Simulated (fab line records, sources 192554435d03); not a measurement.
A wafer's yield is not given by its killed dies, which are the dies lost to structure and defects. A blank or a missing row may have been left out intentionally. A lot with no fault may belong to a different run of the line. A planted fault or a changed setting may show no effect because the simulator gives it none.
Chamber matching ; flow n5-finfet ; N5_BEOL_M0_SAQP_PECVD_03 on pecvd-04 has 3 sister chambers
The step deposits SiCN from 3MS/NH3, target thk 12 nm, time 21.1 s. 6 wafers are shown with their chamber, then 7 later ones without.

## WAFERS WITH THEIR CHAMBER
wafer;chamber;throttle-valve-pct (%);showerhead-plenum-p-Torr (Torr)
L086.3;2;9.4;3.657
L087.1;0;9.5;3.673
L087.3;2;9.2;3.661
L087.6;0;9.3;3.670
L088.2;1;10.1;3.674
L088.4;1;9.9;3.672

## WAFERS WITH NO CHAMBER GIVEN
wafer;throttle-valve-pct (%);showerhead-plenum-p-Torr (Torr)
L088.5;9.4;3.656
L094.1;10.0;3.678
L094.5;8.6;3.657
L094.6;9.6;3.672
L097.2;9.4;3.675
L097.3;8.7;3.651
L097.5;10.1;3.661

## EACH ONE'S CHAMBER
wafer;from the rows above;in truth
L088.5;2;2
L094.1;1;1
L094.5;2;2
L094.6;can't be placed: 0 or 1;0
L097.2;0;0
L097.3;2;2
L097.5;can't be placed: 1 or 2 or 0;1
Correct placement for 5 of the 7. Not placeable from these rows: 2 (in 2, the candidates include the true chamber). 0 placed wrongly.
How it was worked out, from the rows above alone: a wafer's distance from a chamber is the root of the sum, over the readings, of the square of ((its reading less the chamber's mean) divided by the reading's scatter). The wafer belongs to the nearest chamber; if the next one is less than 2 further off, it can't be placed. For every chamber, the mean is computed from those of its wafers that are shown. How the scatter is found: for the shown wafers, subtract from each reading the mean of its chamber, square and add these, divide the total by (wafers less chambers), then take the root.
